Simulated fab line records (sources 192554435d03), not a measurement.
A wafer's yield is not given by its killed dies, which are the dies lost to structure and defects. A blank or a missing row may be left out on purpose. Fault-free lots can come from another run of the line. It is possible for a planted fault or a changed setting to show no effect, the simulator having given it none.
fab line records	flow n5Finfet
[record] lots = 6	wafers = 18	lastDay = 17
route steps=1938 shown GATE_CUT@479 BEOL_M4@1111 PASSIVATION@1936
lots with no fault: from the same line, run without faults
startH: hours from the record's first day to the start of the lot's first wafer shown	waitH: how many hours have passed since the lot's step before this one	" same as the row above	L1.1+2: several wafers, shown together as one row	- no value present, or no start provided	* or withheld: withheld	< > ~ a bound
route shown NAME@n: names a module that has steps shown in the file, with the first one's number in the route	usual: mean/standard deviation of fault-free wafers	same: alike in all rows	chamber/n: place in a boat	sites: readings site by site	_std_site: how widely they spread, as a standard deviation	_edge_site: inner sites' mean taken away from outer sites' mean	radiusMm: how far each site lies from the wafer's centre	mask NAME#n: copy n	behind: the most recent tool/chamber to have shaped the wafer	hold: what put the lot on hold/how long, in hours/how the hold closed	device: whichever transistor did not switch (one of n, p or np)	end of line: the tests these same wafers got at the end of their route	a step without rows: its recipe alone	killed: the dies lost at the first sort to structure and to defects; this is not the yield of the wafer	map: the dies of a wafer, with x for killed, . for not killed, _ for no die there
set.NAME: the setting the step ran with; set.NAME@STEP: the setting that earlier step ran with	model.NAME: the simulator's own value behind a step, which no gauge read
lots seen at some steps along the route; tables by step, rows by wafer
services: from which hour (startH, from the record's first day; less than 0 if before it) a tool's chamber was out of use, for how many hours, and why
[[steps]]
[step N5_GATE_CUT_COAT_35]
[recipe] resist = SiARC	tempC = 220	timeS = 60	spinRpm = 1500	resistThkNm = 10
[step N5_GATE_CUT_COAT_27]
[recipe] resist = underlayer	tempC = 205	timeS = 60	spinRpm = 1500	resistThkNm = 10
[step N5_GATE_CUT_COAT_07]
[recipe] resist = CAR-EUV	spinRpm = 1500	resistThkNm = 30
[step N5_GATE_CUT_EBR_09]
[recipe] solvent = PGMEA	ebrWidthMm = 1.5
[step N5_GATE_CUT_SOFTBAKE_08]
[recipe] tempC = 110	timeS = 60	resist = CAR-EUV
[step N5_GATE_CUT_EXPOSE_10]
[recipe] maskId = GATE_CUT	na = 0.33	sourceShape = annular	sigmaInner = 0.35	sigmaOuter = 0.8	polarization = unpolarized	targetCdNm = 20	doseMj = 43.25
[step N5_GATE_CUT_PEB_11]
[recipe] pebTempC = 100	pebTimeS = 60	resist = CAR-EUV
[step N5_GATE_CUT_DEVELOP_12]
[recipe] developTimeS = 30	developer = TMAH	resist = CAR-EUV	rinseLiquid = surfactantRinse	dry = airSpin	devTempC = 23
[step N5_GATE_CUT_CD_MEAS_13]
[recipe] targetCdNm = 20	landingEnergyEv = 500	detector = seInlens
[usual] cdNm = 20.04/0.22
lot.wafer	tool	chamber	startH	waitH	cdNm
L833.1	cdSem-01	0	101.59	-	20.08
L833.3	"	0	"	"	20.16
L833.5	"	0	"	"	20.46
L836.2	cdSem-03	0	123.51	-	19.69
L836.3	"	0	"	"	19.95
L836.5	"	0	"	"	20.01
L844.1	cdSem-02	0	165.71	-	19.86
L844.2	"	0	"	"	20.40
L844.3	"	0	"	"	20.32
L846.2	cdSem-03	0	176.20	-	19.94
L846.4	"	0	"	"	20.06
L846.6	"	0	"	"	20.02
L850.2	cdSem-03	0	205.03	-	19.90
L850.4	"	0	"	"	20.19
L850.6	"	0	"	"	20.21
L853.2	cdSem-02	0	220.57	-	19.84
L853.4	"	0	"	"	20.07
L853.6	"	0	"	"	19.99
[step N5_GATE_CUT_OVL_MEAS_14]
[recipe] pointsPerWafer = 522
[usual] GATE_CUT_OVL = -0.2/0.68
lot.wafer	tool	chamber	startH	waitH	GATE_CUT_OVL[nm]
L833.1	overlay-01	0	101.62	0.0	-0.9
L833.3	"	0	"	"	-0.2
L833.5	"	0	"	"	-0.3
L836.2	overlay-02	0	123.54	0.0	-0.6
L836.3	"	0	"	"	0.4
L836.5	"	0	"	"	0.4
L844.1	overlay-02	0	165.74	0.0	-0.7
L844.2	"	0	"	"	-0.5
L844.3	"	0	"	"	-1.4
L846.2	overlay-02	0	176.23	0.0	-0.8
L846.4	"	0	"	"	-0.8
L846.6	"	0	"	"	-0.1
L850.2	overlay-02	0	205.06	0.0	0.4
L850.4	"	0	"	"	-0.2
L850.6	"	0	"	"	-0.2
L853.2	overlay-02	0	220.61	0.0	-1.1
L853.4	"	0	"	"	-1.0
L853.6	"	0	"	"	-0.8
[step N5_GATE_CUT_INSPECT_15]
[recipe] mode = adi	inspectInstrument = brightfield
[usual] rawDefectCount = 136/35
lot.wafer	tool	chamber	startH	waitH	rawDefectCount
L833.1	defectInspect-01	-	101.68	0.1	116
L833.3	"	-	"	"	125
L833.5	"	-	"	"	161
L836.2	defectInspect-02	-	123.60	0.0	87
L836.3	"	-	"	"	142
L836.5	"	-	"	"	100
L844.1	defectInspect-02	-	165.80	0.1	149
L844.2	"	-	"	"	131
L844.3	"	-	"	"	85
L846.2	defectInspect-01	-	176.28	0.0	94
L846.4	"	-	"	"	121
L846.6	"	-	"	"	179
L850.2	defectInspect-01	-	205.12	0.0	132
L850.4	"	-	"	"	208
L850.6	"	-	"	"	148
L853.2	defectInspect-02	-	220.67	0.1	145
L853.4	"	-	"	"	129
L853.6	"	-	"	"	229
[step N5_GATE_CUT_DESCUM_18]
[recipe] chemistry = O2	timeS = 7	sourcePowerW = 50	biasPowerW = 20	pressureMtorr = 20	rfFrequencyHz = 2.712e+07	tempC = 40	resist = CAR-EUV	o2FlowSccm = 225
[usual] drypumpMotorCurrentA = 5.8/0.44	oesProductAu = 0.77/0.07	rfVppV = 243.2/1.4	showerheadPlenumPTorr = 2.09/0.077	throttleValvePct = 20.49/0.2
lot.wafer	tool	chamber	startH	waitH	drypumpMotorCurrentA	oesProductAu	rfHoursCounterH	rfVppV	showerheadPlenumPTorr	throttleValvePct
L833.1	rieDiel-04	2	102.92	1.2	6.1	0.72	196	242.4	2.07	20.61
L833.3	"	0	"	"	5.1	0.77	133	242.1	2.01	20.68
L833.5	"	1	"	"	5.2	0.85	-	243.6	2.12	20.61
L836.2	rieDiel-05	0	123.64	0.0	6.4	0.71	196	241.1	1.99	20.44
L836.3	"	2	"	"	6.3	0.76	149	244.8	2.11	20.36
L836.5	"	0	"	"	6.4	0.71	-	241.5	1.99	20.45
L844.1	rieDiel-04	0	167.48	1.7	5.1	0.75	158	243.1	2.00	20.70
L844.2	"	2	"	"	6.1	0.70	219	243.6	2.06	20.64
L844.3	"	3	"	"	5.9	0.92	17	245.1	2.25	20.21
L846.2	rieDiel-04	0	176.32	0.0	5.1	0.73	161	241.0	2.00	20.72
L846.4	"	3	"	"	5.8	0.91	20	245.4	2.25	20.22
L846.6	"	0	"	"	5.1	0.73	-	240.6	2.00	20.73
L850.2	rieDiel-03	3	205.15	0.0	5.7	0.91	17	243.2	2.14	20.20
L850.4	"	2	"	"	5.8	0.71	236	242.7	1.98	20.44
L850.6	"	0	"	"	5.9	0.81	-	244.8	2.20	20.46
L853.2	rieDiel-05	0	220.70	0.0	6.3	0.69	225	241.5	1.98	20.48
L853.4	"	1	"	"	5.8	0.75	191	244.6	2.09	20.78
L853.6	"	3	"	"	6.1	0.70	-	244.5	2.16	20.62
[step N5_GATE_CUT_ETCH_28]
[recipe] chemistry = N2/H2	target = underlayer	targetDepthA = 130	maskMaterial = CAR-EUV	timeS = 10.4	ionEnergyEv = 200	pressureMtorr = 30	sourceW = 840	biasW = 150	n2FlowSccm = 200	h2FlowSccm = 200	ends = cleared
[usual] drypumpMotorCurrentA = 5.8/0.44	etchRfOnTimeS = 10.35/0.22	oesProductAu = 0.66/0.059	rfVppV = 523.6/2.7	showerheadPlenumPTorr = 2.53/0.092	throttleValvePct = 17.90/0.21
lot.wafer	tool	chamber	startH	waitH	drypumpMotorCurrentA	etchRfOnTimeS	oesProductAu	rfHoursCounterH	rfVppV	showerheadPlenumPTorr	throttleValvePct
L833.1	rieDiel-04	2	102.96	0.0	6.1	10.78	0.60	196	523.5	2.52	18.00
L833.3	"	0	"	"	5.1	10.21	0.65	133	520.8	2.44	18.05
L833.5	"	1	"	"	5.2	9.97	0.73	-	524.7	2.57	17.95
L836.2	rieDiel-05	0	123.67	0.0	6.4	10.36	0.61	196	521.2	2.42	17.97
L836.3	"	2	"	"	6.3	10.04	0.66	149	523.9	2.54	17.74
L836.5	"	0	"	"	6.4	10.43	0.62	-	520.5	2.42	17.95
L844.1	rieDiel-04	0	167.51	0.0	5.1	10.13	0.64	158	521.4	2.43	18.09
L844.2	"	2	"	"	6.1	19.35	0.45	219	522.8	2.51	17.99
L844.3	"	3	"	"	5.9	18.92	0.60	17	527.1	2.69	17.35
L846.2	rieDiel-04	0	176.35	0.0	5.2	18.94	0.47	161	520.1	2.43	18.05
L846.4	"	3	"	"	5.9	19.01	0.59	20	528.2	2.69	17.37
L846.6	"	0	"	"	5.2	10.21	0.64	-	521.3	2.43	18.09
L850.2	rieDiel-03	3	205.18	0.0	5.7	10.51	0.77	17	525.0	2.61	17.61
L850.4	"	2	"	"	5.8	10.32	0.61	236	520.1	2.40	17.81
L850.6	"	0	"	"	5.9	10.27	0.69	-	526.8	2.70	18.01
L853.2	rieDiel-05	0	220.74	0.0	6.3	10.45	0.59	225	518.2	2.41	18.01
L853.4	"	1	"	"	5.8	10.64	0.62	191	524.6	2.54	18.15
L853.6	"	3	"	"	6.1	10.43	0.61	-	525.4	2.62	18.07
[step N5_GATE_CUT_ETCH_36]
[recipe] chemistry = CF4	target = SiARC	targetDepthA = 130	maskMaterial = CAR-EUV	timeS = 21.7	ionEnergyEv = 80	pressureMtorr = 40	sourceW = 545	biasW = 36	Ar_flow_sccm = 100	cf4FlowSccm = 100	ends = cleared
[usual] drypumpMotorCurrentA = 5.8/0.43	etchRfOnTimeS = 21.6/0.44	mfcArSccm = 100.0/0.31	oesProductAu = 0.66/0.058	rfVppV = 184.1/1.2	showerheadPlenumPTorr = 2.14/0.068	throttleValvePct = 15.66/0.2
lot.wafer	tool	chamber	startH	waitH	drypumpMotorCurrentA	etchRfOnTimeS	mfcArSccm	oesProductAu	rfHoursCounterH	rfVppV	showerheadPlenumPTorr	throttleValvePct
L833.1	rieDiel-04	2	102.98	0.0	6.1	22.3	99.7	0.61	196	183.2	2.14	15.86
L833.3	"	0	"	"	5.1	21.3	99.6	0.65	133	182.4	2.05	15.76
L833.5	"	1	"	"	5.2	20.8	100.1	0.73	-	185.7	2.17	15.73
L836.2	rieDiel-05	0	123.69	0.0	6.3	21.7	100.4	0.61	196	183.4	2.06	15.76
L836.3	"	2	"	"	6.3	21.1	99.5	0.66	149	187.2	2.15	15.47
L836.5	"	0	"	"	6.3	21.8	100.2	0.61	-	182.4	2.06	15.74
L844.1	rieDiel-04	0	167.53	0.0	5.1	21.2	100.3	0.64	158	181.8	2.05	15.82
L844.2	"	2	"	"	6.1	22.1	100.1	0.60	220	183.5	2.13	15.91
L844.3	"	3	"	"	5.9	21.6	100.1	0.79	17	186.7	2.27	15.21
L846.2	rieDiel-04	0	176.37	0.0	5.1	21.2	99.8	0.64	161	182.5	2.05	15.83
L846.4	"	3	"	"	5.9	21.4	99.8	0.79	20	185.1	2.27	15.19
L846.6	"	0	"	"	5.1	21.1	100.3	0.64	-	182.1	2.05	15.81
L850.2	rieDiel-03	3	205.20	0.0	5.6	22.2	100.3	0.76	18	185.1	2.19	15.34
L850.4	"	2	"	"	5.7	21.7	100.4	0.60	236	182.1	2.03	15.67
L850.6	"	0	"	"	5.8	21.3	100.1	0.69	-	183.7	2.23	15.61
L853.2	rieDiel-05	0	220.76	0.0	6.3	21.5	99.3	0.60	225	183.0	2.05	15.81
L853.4	"	1	"	"	5.8	21.3	99.9	0.64	191	183.1	2.13	15.87
L853.6	"	3	"	"	6.1	21.7	100.0	0.61	-	184.4	2.20	15.80
[step N5_BEOL_M4_RC_MEAS_101]
[usual] DIBL_N = 36.1/1.6	DIBL_P = 36.6/1.9	IOFF_N = 0.160/0.026	IOFF_P = 0.210/0.028	ION_N = 677/10	ION_P = 464/6.9	SS_N = 71.4/0.56	SS_P = 73.3/0.61	VT_N = 249.1/2.6	VT_P = -250/3.3
lot.wafer	tool	chamber	startH	waitH	DIBL_N[mV/V]	DIBL_P[mV/V]	IOFF_N[nA/um]	IOFF_P[nA/um]	ION_N[uA/um]	ION_P[uA/um]	SS_N[mV/dec]	SS_P[mV/dec]	VT_N[mV]	VT_P[mV]
L833.1	prober-01	0	181.72	0.0	36.8	37.2	0.162	0.232	684	467	71.8	73.3	247.0	-248
L833.3	"	0	"	"	35.4	37.1	0.147	0.228	685	476	71.8	72.8	247.4	-245
L833.5	"	0	"	"	36.1	37.2	0.157	0.218	682	467	71.4	72.8	249.6	-249
L836.2	prober-02	0	212.25	0.2	36.2	36.4	0.149	0.216	669	463	70.9	73.2	248.7	-249
L836.3	"	0	"	"	36.6	36.5	0.161	0.213	672	463	71.0	72.6	247.2	-249
L836.5	"	0	"	"	36.6	37.5	0.152	0.228	668	469	71.4	72.8	251.5	-249
L844.1	prober-01	0	261.96	0.0	35.4	35.7	0.158	0.176	688	458	71.5	72.9	248.0	-256
L844.2	"	0	"	"	38.3	39.4	0.203	0.229	686	460	71.8	74.7	246.4	-250
L844.3	"	0	"	"	34.9	35.5	0.138	0.171	673	456	71.3	73.5	251.9	-254
L846.2	prober-01	0	279.27	0.2	38.9	38.9	0.204	0.242	693	468	71.9	74.3	246.9	-250
L846.4	"	0	"	"	37.6	37.9	0.174	0.225	684	461	72.1	74.1	247.9	-248
L846.6	"	0	"	"	37.6	38.2	0.181	0.225	692	467	72.0	74.4	245.7	-252
L850.2	prober-02	0	283.93	0.2	38.2	39.9	0.210	0.270	684	474	72.1	74.5	245.3	-243
L850.4	"	0	"	"	34.2	35.7	0.137	0.202	670	464	70.9	72.7	249.0	-248
L850.6	"	0	"	"	36.4	37.1	0.166	0.223	676	464	71.6	73.0	248.3	-245
L853.2	prober-02	0	295.88	0.2	38.9	38.6	0.187	0.274	685	468	72.2	74.3	246.1	-245
L853.4	"	0	"	"	37.3	35.3	0.154	0.229	667	465	71.5	72.6	250.8	-246
L853.6	"	0	"	"	35.5	33.3	0.126	0.190	651	456	71.3	73.8	252.3	-251
[step N5_PASSIVATION_PROBE_49]
[usual] defectLimitedYield = 91.3/1.5	killed_at_M0_to_M3 = 34/10	killed_at_M4_up = 13/4.9	killedAtContacts = 13/6.1	killedAtFrontEnd = 39/13	killedAtOther = 4.1/2.7	killedDies = 103/18	killedOnRim = 13/4.3	killedOpen = 68/13	killedShort = 32/7.6	sort_bin_5_function = 5.2/1	sort_bin_6_memory = 3.2/0.75	sortNPass = 1077/18	sortYieldPct = 91.3/1.5
[same] grossDies = 1180	killedAtBackSide = 0	sort_bin_4_leakage[%] = 0	sort_bin_8_speed[%] = 0
lot.wafer	tool	chamber	startH	waitH	defectLimitedYield[%]	killed_at_M0_to_M3	killed_at_M4_up	killedAtContacts	killedAtFrontEnd	killedAtOther	killedDies	killedOnRim	killedOpen	killedShort	sort_bin_5_function[%]	sort_bin_6_memory[%]	sortNPass	sortYieldPct[%]
L833.1	prober-01	-	271.76	0.0	89.5	33	20	13	54	4	124	14	80	37	6.4	3.6	1056	89.5
L833.3	prober-01	-	271.86	0.1	91.9	38	21	8	25	3	95	10	63	28	4.5	3.2	1085	91.9
L833.5	prober-01	-	271.96	0.2	91.9	37	12	10	36	1	96	16	68	26	4.8	2.9	1084	91.9
L836.2	prober-02	-	314.32	0.1	93.2	17	4	10	44	5	80	9	55	24	3.9	2.5	1100	93.2
L836.3	prober-02	-	314.37	0.1	92.1	22	10	14	45	2	93	12	65	25	4.3	3.6	1087	92.1
L836.5	prober-02	-	314.47	0.2	90.3	26	12	12	64	1	115	10	74	37	5.8	3.4	1065	90.3
L844.1	prober-02	-	367.36	0.0	90.4	45	9	9	47	3	113	11	78	31	5.3	3.9	1067	90.4
L844.2	prober-02	-	367.41	0.1	91.2	36	17	7	41	3	104	15	82	20	5.6	3.1	1076	91.2
L844.3	prober-02	-	367.46	0.1	90.1	43	20	9	42	3	117	16	81	32	6.5	3.4	1063	90.1
L846.2	prober-02	-	395.77	0.1	94.2	24	12	5	28	0	69	10	42	23	3.2	2.2	1111	94.2
L846.4	prober-02	-	395.87	0.2	93.2	29	11	5	34	1	80	6	49	24	3.4	3.1	1100	93.2
L846.6	prober-02	-	395.97	0.3	93.6	25	14	9	26	2	76	5	54	21	4.1	2.1	1104	93.6
L850.2	prober-01	-	396.05	0.1	90.8	29	21	6	44	9	109	13	72	36	5.8	3.1	1071	90.8
L850.4	prober-01	-	396.15	0.2	92.6	26	13	4	38	6	87	7	55	32	3.7	3.3	1093	92.6
L850.6	prober-01	-	396.25	0.3	92.5	27	10	8	39	4	88	18	57	30	5.0	2.2	1092	92.5
L853.2	prober-01	-	399.02	0.1	90.5	29	8	14	57	4	112	18	76	33	6.5	2.7	1068	90.5
L853.4	prober-01	-	399.12	0.2	91.7	29	10	3	52	4	98	15	62	35	4.7	3.0	1082	91.7
L853.6	prober-01	-	399.22	0.3	92.7	23	12	15	32	4	86	11	52	33	3.6	2.9	1094	92.7
// killed by level:class
L833.1 FIN_SAQP:geometricParticle:short=17 FIN_SAQP:geometricParticle:open=16 MOL_CONTACT_COAG:geometricParticle:open=11 BEOL_M2:geometricParticle:open=10 BEOL_M4:geometricParticle:open=9 BEOL_M3:geometricParticle:open=9 STI_FIN_REVEAL:geometricParticle:open=7 BEOL_M0_SAQP:geometricParticle:open=5
L833.3 BEOL_M4:geometricParticle:open=10 BEOL_M2:geometricParticle:open=8 MOL_CONTACT_COAG:geometricParticle:open=6 BEOL_M3:geometricParticle:open=6 BEOL_M1:geometricParticle:short=5 FIN_SAQP:geometricParticle:short=4 STI_FIN_REVEAL:geometricParticle:open=4 BEOL_M0_SAQP:geometricParticle:short=4
L833.5 BEOL_M3:geometricParticle:open=17 FIN_SAQP:geometricParticle:open=10 STI_FIN_REVEAL:geometricParticle:open=7 FIN_SAQP:geometricParticle:short=6 MOL_CONTACT_COAG:geometricParticle:open=6 BEOL_M5:geometricParticle:open=6 BEOL_M0_SAQP:geometricParticle:open=5 BEOL_M2:geometricParticle:open=5
L836.2 FIN_SAQP:geometricParticle:open=13 MOL_CONTACT_COAG:geometricParticle:open=9 FIN_SAQP:geometricParticle:short=7 STI_FIN_REVEAL:geometricParticle:open=7 BEOL_M0_SAQP:geometricParticle:open=6 BEOL_M1:geometricParticle:open=5 DUMMY_GATE:geometricParticle:open=3 STARTING-WAFER:geometricParticle:open=3
L836.3 STI_FIN_REVEAL:geometricParticle:open=11 MOL_CONTACT_COAG:geometricParticle:open=11 FIN_SAQP:geometricParticle:open=10 GATE_CUT:geometricParticle:short=7 BEOL_M2:geometricParticle:open=7 BEOL_M4:geometricParticle:open=5 FIN_SAQP:geometricParticle:short=4 BEOL_M1:geometricParticle:open=4
L836.5 STI_FIN_REVEAL:geometricParticle:open=21 FIN_SAQP:geometricParticle:open=10 MOL_CONTACT_COAG:geometricParticle:open=8 FIN_SAQP:geometricParticle:short=6 BEOL_M2:geometricParticle:open=6 STARTING-WAFER:geometricParticle:short=6 SPACER0:geometricParticle:short=5 GATE_CUT:geometricParticle:short=5
L844.1 STI_FIN_REVEAL:geometricParticle:open=16 BEOL_M0_SAQP:geometricParticle:open=10 FIN_SAQP:geometricParticle:open=9 BEOL_M1:geometricParticle:open=8 BEOL_M2:geometricParticle:open=8 FIN_SAQP:geometricParticle:short=7 MOL_CONTACT_COAG:geometricParticle:open=7 BEOL_M0_SAQP:geometricParticle:short=4
L844.2 STI_FIN_REVEAL:geometricParticle:open=17 MOL_CONTACT_COAG:geometricParticle:open=7 BEOL_M0:geometricParticle:open=7 BEOL_M2:geometricParticle:open=7 STARTING-WAFER:geometricParticle:short=7 BEOL_M0_SAQP:geometricParticle:open=6 BEOL_M1:geometricParticle:open=6 FIN_SAQP:geometricParticle:open=5
L844.3 STI_FIN_REVEAL:geometricParticle:open=18 BEOL_M4:geometricParticle:open=9 FIN_SAQP:geometricParticle:short=8 MOL_CONTACT_COAG:geometricParticle:open=7 BEOL_M0_SAQP:geometricParticle:short=7 BEOL_M0:geometricParticle:open=7 BEOL_M0_SAQP:geometricParticle:open=6 BEOL_M1:geometricParticle:short=6
L846.2 BEOL_M3:geometricParticle:open=7 GATE_CUT:geometricParticle:short=6 FIN_SAQP:geometricParticle:open=5 MOL_CONTACT_COAG:geometricParticle:open=5 STI_FIN_REVEAL:geometricParticle:open=4 BEOL_M8:geometricParticle:open=4 FIN_SAQP:geometricParticle:short=3 GATE_CUT:geometricParticle:open=3
L846.4 BEOL_M2:geometricParticle:open=8 BEOL_M3:geometricParticle:open=7 STI_FIN_REVEAL:geometricParticle:open=4 GATE_CUT:geometricParticle:open=4 GATE_CUT:geometricParticle:short=4 BEOL_M4:geometricParticle:open=4 ILD0:geometricParticle:open=3 BEOL_M0_SAQP:geometricParticle:short=3
L846.6 BEOL_M3:geometricParticle:open=10 FIN_SAQP:geometricParticle:open=6 BEOL_M0_SAQP:geometricParticle:open=6 MOL_CONTACT_COAG:geometricParticle:open=6 DUMMY_GATE:geometricParticle:open=5 FIN_SAQP:geometricParticle:short=4 BEOL_M8:geometricParticle:open=4 STARTING-WAFER:geometricParticle:short=4
L850.2 BEOL_M4:geometricParticle:open=15 STI_FIN_REVEAL:geometricParticle:open=14 FIN_SAQP:geometricParticle:short=8 FIN_SAQP:geometricParticle:open=8 BEOL_M0_SAQP:geometricParticle:short=8 MOL_CONTACT_COAG:geometricParticle:open=6 BEOL_M3:geometricParticle:open=6 BEOL_M0_SAQP:geometricParticle:open=5
L850.4 STI_FIN_REVEAL:geometricParticle:open=15 FIN_SAQP:geometricParticle:short=10 BEOL_M0_SAQP:geometricParticle:short=9 BEOL_M4:geometricParticle:open=7 FIN_SAQP:geometricParticle:open=6 BEOL_M0_SAQP:geometricParticle:open=6 BEOL_M1:geometricParticle:open=5 MOL_CONTACT_COAG:geometricParticle:open=3
L850.6 FIN_SAQP:geometricParticle:open=10 BEOL_M0_SAQP:geometricParticle:open=10 GATE_CUT:geometricParticle:open=7 FIN_SAQP:geometricParticle:short=6 MOL_CONTACT_COAG:geometricParticle:open=6 BEOL_M0_SAQP:geometricParticle:short=4 BEOL_M1:geometricParticle:short=4 BEOL_M4:geometricParticle:open=4
L853.2 FIN_SAQP:geometricParticle:open=13 MOL_CONTACT_COAG:geometricParticle:open=11 STI_FIN_REVEAL:geometricParticle:open=10 BEOL_M2:geometricParticle:open=7 BEOL_M3:geometricParticle:open=7 GATE_CUT:geometricParticle:short=6 STARTING-WAFER:geometricParticle:open=6 FIN_SAQP:geometricParticle:short=5
L853.4 FIN_SAQP:geometricParticle:short=11 FIN_SAQP:geometricParticle:open=10 STI_FIN_REVEAL:geometricParticle:open=8 BEOL_M0_SAQP:geometricParticle:open=5 BEOL_M3:geometricParticle:open=5 STARTING-WAFER:geometricParticle:short=4 GATE_CUT:geometricParticle:short=4 BEOL_M2:geometricParticle:open=4
L853.6 MOL_CONTACT_COAG:geometricParticle:open=9 FIN_SAQP:geometricParticle:short=7 BEOL_M2:geometricParticle:open=6 FIN_SAQP:geometricParticle:open=5 MOL_CONTACT_COAG:geometricParticle:short=5 BEOL_M3:geometricParticle:open=5 DUMMY_GATE:geometricParticle:open=4 BEOL_M4:geometricParticle:open=4
[[services]]
tool	chamber	startH	hours	kind
rieDiel-03	-	96.86	14.6	pm
rieDiel-04	3	99.76	-	clean
rieDiel-04	3	99.76	-	consumableReplace:focusRing
rieDiel-04	3	99.76	-	consumableReplace:showerhead
rieDiel-04	3	99.76	17.5	scheduledDown
rieDiel-04	3	99.76	17.5	ventCycle
rieDiel-03	3	129.20	-	clean
rieDiel-03	3	129.20	-	consumableReplace:focusRing
rieDiel-03	3	129.20	19.4	scheduledDown
rieDiel-03	3	129.20	19.4	ventCycle
rieDiel-03	1	132.78	6.3	repair
rieDiel-04	2	157.27	4.0	repair
rieDiel-03	-	163.67	4.3	pm
rieDiel-04	3	192.54	5.8	repair
rieDiel-03	0	213.96	5.6	repair
[[key]]
[firstSign] step = N5_GATE_CUT_ETCH_28	reading = etchRfOnTimeS	direction = up	sigmas = 39	usual = *	struck = *
[effect] step = N5_GATE_CUT_ETCH_28	reading = oesProductAu	direction = down	sigmas = 2.3	usual = 0.66	struck = 0.53
metAt N5_GATE_CUT_ETCH_28
struckWafers L844.2,L844.3,L846.2,L846.4
onsetBetween 102.96 167.51
[fault] kind = processParameterDrift	tool = rieDiel-04	chamber = -	onsetH = 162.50	steps = N5_GATE_CUT_ETCH_28	channel = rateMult	offset = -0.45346	shape = step	endH = 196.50	scope = struckWafersOnly
